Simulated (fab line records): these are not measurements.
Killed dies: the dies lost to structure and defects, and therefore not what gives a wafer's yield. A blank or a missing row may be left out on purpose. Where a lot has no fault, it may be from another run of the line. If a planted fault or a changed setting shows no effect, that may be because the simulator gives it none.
What tool caused it?	flow nandHarc	12 lots with 36 wafers sampled at 6 steps, on a route of 1159 steps

## WHAT THE GAUGES READ, wafer by wafer
NHARC_A_M0_INSPECT_27.
lot	measured	on	rawDefectCount
L795	day 17 07:47	defectInspect-01	326 402 345
L796	day 18 00:51	defectInspect-02	545 475 556
L799	day 18 08:22	defectInspect-02	590 493 415
L800	day 18 13:37	defectInspect-02	340 342 331
L803	day 19 06:05	defectInspect-02	663 581 479
L804	day 20 05:32	defectInspect-01	345 593 503
L801	day 20 09:25	defectInspect-01	581 639 409
L807	day 20 18:41	defectInspect-02	422 335 487
L810	day 21 06:52	defectInspect-02	775 374 327
L806	day 21 18:58	defectInspect-01	299 358 509
L812	day 21 19:22	defectInspect-01	525 509 457
L811	day 22 04:10	defectInspect-02	249 231 263

NHARC_A_M1_THK_MEAS_24: measures by xrf.
lot	measured	on	thkNm (nm)
L795	day 17 11:59	filmMetro-02	154.6 154.1 156.5
L796	day 18 04:53	filmMetro-02	153.9 154.3 154.8
L799	day 18 12:37	filmMetro-02	155.1 152.0 152.7
L800	day 18 17:42	filmMetro-01	155.1 153.0 153.1
L803	day 19 10:09	filmMetro-02	155.6 156.2 154.1
L804	day 20 09:35	filmMetro-01	154.5 151.0 156.4
L801	day 20 13:42	filmMetro-02	151.8 154.0 152.9
L807	day 20 23:30	filmMetro-02	153.5 152.5 153.9
L810	day 21 10:52	filmMetro-01	156.9 156.9 154.1
L806	day 21 22:59	filmMetro-01	154.2 153.4 154.3
L812	day 21 23:25	filmMetro-02	28.0 32.5 29.1 30.1 27.3 30.6
L811	day 22 08:11	filmMetro-02	31.0 30.9 27.9 29.5 31.5 29.9

## EACH LOT AND THE TOOL THAT RAN IT (in order: tool; ch and the chambers of the sampled wafers; start)
lot	NHARC_A_M0_CMP_23	NHARC_A_M0_DEP_32	NHARC_A_M1_ECD_22	NHARC_A_M1_CMP_23
L795	cmp-01 ch 2,3, day 17 07:20	pecvd-01 ch 0,2, day 17 08:02	ecdCu-02 ch 0,1, day 17 10:40	cmp-03 ch 0,1,2, day 17 11:44
L796	cmp-01 ch 2,3, day 18 00:22	pecvd-04 ch 0,2, day 18 01:02	ecdCu-01 ch 0, day 18 03:52	cmp-01 ch 2,3, day 18 04:34
L799	cmp-02 ch 1,2,3, day 18 07:58	pecvd-03 ch 0,2, day 18 08:38	ecdCu-02 ch 0,1, day 18 11:16	cmp-02 ch 0,1,2, day 18 12:23
L800	cmp-02 ch 0,2, day 18 13:09	pecvd-04 ch 1,2, day 18 13:46	ecdCu-02 ch 0,1, day 18 16:34	cmp-03 ch 1,2, day 18 17:25
L803	cmp-04 ch 1,3, day 19 05:36	pecvd-03 ch 0,1,2, day 19 06:14	ecdCu-01 ch 0,1, day 19 09:07	cmp-01 ch 0,1,3, day 19 09:50
L804	cmp-01 ch 0,2,3, day 20 05:07	pecvd-03 ch 1,2, day 20 05:44	ecdCu-01 ch 0,1, day 20 08:33	cmp-02 ch 0,2, day 20 09:18
L801	cmp-01 ch 1,3, day 20 08:58	pecvd-04 ch 0,2, day 20 09:52	ecdCu-02 ch 0,1, day 20 12:43	cmp-02 ch 1,2,3, day 20 13:26
L807	cmp-04 ch 1,2,3, day 20 18:13	pecvd-04 ch 0,1,2, day 20 19:40	ecdCu-02 ch 0,1, day 20 22:28	cmp-02 ch 1,2,3, day 20 23:11
L810	cmp-02 ch 0,3, day 21 06:26	pecvd-03 ch 0,2, day 21 07:04	ecdCu-01 ch 0,1, day 21 09:53	cmp-03 ch 0,2, day 21 10:33
L806	cmp-02 ch 0,1,3, day 21 18:29	pecvd-04 ch 0,1,2, day 21 19:07	ecdCu-01 ch 0,1, day 21 21:55	cmp-02 ch 1,2,3, day 21 22:42
L812	cmp-02 ch 0,2,3, day 21 18:57	pecvd-03 ch 0,1,2, day 21 19:38	ecdCu-01 ch 0,1, day 21 22:29	cmp-01 ch 0,3, day 21 23:08
L811	cmp-04 ch 1,2,3, day 22 03:44	pecvd-03 ch 1,2, day 22 04:22	ecdCu-01 ch 0,1, day 22 07:11	cmp-03 ch 0,2, day 22 07:52
- NHARC_A_M0_CMP_23: polishes, t overpolish 20 s, target thk 113.75 nm.
- NHARC_A_M0_DEP_32: deposits SiCN, target thk 30 nm.
- NHARC_A_M1_ECD_22: material Cu, target thk 400 nm.
- NHARC_A_M1_CMP_23: polishes, t overpolish 20 s, target thk 154.34 nm.

## WHAT THE TOOLS THEMSELVES READ (means of the sampled wafers that have a number; where no wafer has one, the mark that the record gives instead)
NHARC_A_M0_CMP_23.
lot	tool	motorCurrentA (A)	slurryFilterDpKPa (kPa)	timeToEndpointS (s)
L795	cmp-01	13.0	13.43	29
L796	cmp-01	12.7	13.50	28
L799	cmp-02	11.0	13.50	25
L800	cmp-02	9.9	13.47	26
L803	cmp-04	10.2	13.60	24
L804	cmp-01	12.5	13.56	31
L801	cmp-01	11.9	13.44	32
L807	cmp-04	11.3	13.46	21
L810	cmp-02	11.5	13.52	30
L806	cmp-02	11.4	13.51	31
L812	cmp-02	10.9	13.43	31
L811	cmp-04	11.2	13.44	29

NHARC_A_M0_DEP_32.
lot	tool	heaterPowerW (W)	showerheadVppV (V)
L795	pecvd-01	553	1253
L796	pecvd-04	734	1302
L799	pecvd-03	562	1364
L800	pecvd-04	570	1262
L803	pecvd-03	598	1409
L804	pecvd-03	584	1365
L801	pecvd-04	632	1249
L807	pecvd-04	673	1308
L810	pecvd-03	523	1412
L806	pecvd-04	676	1316
L812	pecvd-03	614	1406
L811	pecvd-03	573	1361

NHARC_A_M1_ECD_22.
lot	tool	bathHeatDutyPct (%)	bathTempC (C)
L795	ecdCu-02	6.3	25.03
L796	ecdCu-01	5.2	25.10
L799	ecdCu-02	6.4	25.02
L800	ecdCu-02	6.4	25.03
L803	ecdCu-01	5.3	25.03
L804	ecdCu-01	5.7	25.06
L801	ecdCu-02	6.6	24.96
L807	ecdCu-02	6.2	25.08
L810	ecdCu-01	5.6	25.04
L806	ecdCu-01	5.9	25.08
L812	ecdCu-01	-	-
L811	ecdCu-01	-	-

NHARC_A_M1_CMP_23.
lot	tool	motorCurrentA (A)	slurryFilterDpKPa (kPa)	timeToEndpointS (s)
L795	cmp-03	13.4	13.47	27
L796	cmp-01	12.8	13.38	27
L799	cmp-02	11.1	13.56	27
L800	cmp-03	14.5	13.53	26
L803	cmp-01	12.0	13.50	29
L804	cmp-02	10.6	13.43	27
L801	cmp-02	10.8	13.45	26
L807	cmp-02	10.7	13.56	25
L810	cmp-03	12.2	13.52	31
L806	cmp-02	11.1	13.49	27
L812	cmp-01	12.3	13.40	5
L811	cmp-03	13.3	13.41	4

## THE ANSWER, worked out from the rows above alone
Rule: the usual values come from the lots themselves. The widest of any qualifying gaps counts: lots, ordered by their means at a reading, are off when they make up no more than a third of the lots, leave a main group of 4 or more, and stand apart from it by 3 or more times the standard deviation of that group's means. The tables above print the reading to a certain number of digits; a main group whose means all agree to those digits is not used. A lot without any number at a reading at which 4 lots or more have one is off too. Where the step has rows for the other lots, those lots are counted as sound. After the gauges, taken in route order, come the tools' own readings; for these a lot's mean is taken, as printed above. At the first step where some lot is off, the reading lying furthest off is the one used; lots without a number count as furthest.
Off: L812, L811, at NHARC_A_M1_THK_MEAS_24 (thkNm). Mean 154.2 nm and standard deviation 0.94 in the main group.
If a tool, at a process step before that reading, ran all the lots that are off and no sound lot after the first of them, it fits. The gauges at NHARC_A_M1_THK_MEAS_24 aren't tried: what is off there is off at NHARC_A_M1_ECD_22 too, on other tools, and a gauge's error can't cause that. This does not decide it: 2 tools fit, namely pecvd-03 at NHARC_A_M0_DEP_32 and ecdCu-01 at NHARC_A_M1_ECD_22.

## WHAT THE SIMULATOR PUT IN
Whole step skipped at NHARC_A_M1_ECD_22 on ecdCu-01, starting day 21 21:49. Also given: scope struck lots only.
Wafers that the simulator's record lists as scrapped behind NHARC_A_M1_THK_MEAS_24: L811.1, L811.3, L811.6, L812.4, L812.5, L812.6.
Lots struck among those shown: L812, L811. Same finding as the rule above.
